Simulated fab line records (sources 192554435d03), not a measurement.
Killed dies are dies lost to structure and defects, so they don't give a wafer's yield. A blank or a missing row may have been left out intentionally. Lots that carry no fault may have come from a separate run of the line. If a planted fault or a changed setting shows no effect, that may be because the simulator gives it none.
Matching of chambers    flow n5Finfet    N5_BEOL_M10_ETCH_65 on rieDiel-01: 4 sister chambers
The step etches SiARC in CF4, target depth 39 nm, time 65 s. 8 wafers are shown with their chamber, then 6 later ones without.

## WAFERS WITH THEIR CHAMBER
wafer   chamber  drypumpMotorCurrentA (A)  showerheadPlenumPTorr (Torr)
L306.3  1        5.3                       2.10
L306.4  1        5.3                       2.10
L309.6  2        5.6                       2.08
L314.1  2        5.6                       2.07
L314.5  0        5.2                       2.23
L323.3  3        6.2                       2.09
L323.4  0        5.2                       2.22
L323.6  3        6.1                       2.09

## WAFERS WITH NO CHAMBER GIVEN
wafer   drypumpMotorCurrentA (A)  showerheadPlenumPTorr (Torr)
L327.1  5.6                       2.06
L327.2  5.2                       2.22
L327.3  6.1                       2.08
L328.3  5.5                       2.06
L328.5  5.2                       2.22
L328.6  5.3                       2.08

## WHICH CHAMBER EACH ONE RAN IN
wafer   from the rows above  in truth
L327.1  2                    2
L327.2  0                    0
L327.3  3                    3
L328.3  2                    2
L328.5  0                    0
L328.6  1                    1
6 of 6 placed correctly. Left unplaced by these rows: 0. 0 placed wrongly.
How it was worked out, from the rows above alone: a wafer's distance from a chamber is the root of the sum, over the readings, of the square of ((its reading less the chamber's mean) divided by the reading's scatter). The wafer belongs to the nearest chamber; if the next one is less than 2 further off, it can't be placed. A chamber's mean is the mean of its shown wafers. The scatter: take each reading less its chamber's mean, square it, sum over the shown wafers, divide by the number of wafers less the number of chambers, and take the root.
